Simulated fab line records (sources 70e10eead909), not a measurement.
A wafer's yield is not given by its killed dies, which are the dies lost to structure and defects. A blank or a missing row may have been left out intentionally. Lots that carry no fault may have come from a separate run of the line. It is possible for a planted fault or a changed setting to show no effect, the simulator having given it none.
Chamber matching -- flow nandHarc -- 4 sister chambers for NHARC_A_BONDPAD_CMP_29 on cmp-01
The step polishes SiCN, target thk 200 nm. 8 wafers are shown with their chamber, then 7 later ones without.

EACH WAFER AND ITS CHAMBER
wafer,chamber,motorCurrentA (A),retainingRingPressureFrac
L481.3,0,13.0,0.993
L481.5,3,11.5,0.999
L494.1,3,10.9,0.999
L494.2,2,12.1,0.996
L493.1,2,11.9,1.004
L493.5,1,10.0,1.005
L497.1,0,14.3,1.000
L497.2,1,10.4,1.006

WAFERS MISSING THEIR CHAMBER
wafer,motorCurrentA (A),retainingRingPressureFrac
L497.3,11.8,1.003
L498.1,10.7,1.000
L498.3,13.5,1.002
L498.4,12.4,1.000
L502.1,13.7,0.996
L502.5,12.5,1.009
L502.6,10.3,0.998

THE CHAMBER EACH PASSED THROUGH
wafer,from the rows above,in truth
L497.3,can't be placed: 2 or 3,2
L498.1,can't be placed: 3 or 1 or 2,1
L498.3,can't be placed: 0 or 2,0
L498.4,can't be placed: 2 or 3 or 0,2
L502.1,0,0
L502.5,can't be placed: 2 or 3 or 0 or 1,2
L502.6,can't be placed: 3 or 1 or 2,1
1 of 7 placed correctly. Can't be placed from these rows: 6 (the true chamber is among the candidates in 6). Number placed wrongly: 0.
How it was worked out, from the rows above alone: a wafer's distance from a chamber is the root of the sum, over the readings, of the square of ((its reading less the chamber's mean) divided by the reading's scatter). If the next closest chamber is less than 2 further off than the closest, the wafer can't be placed; otherwise it belongs to the closest. The mean given for a chamber averages the wafers shown for that chamber. The scatter: take each reading less its chamber's mean, square it, sum over the shown wafers, divide by the number of wafers less the number of chambers, and take the root.
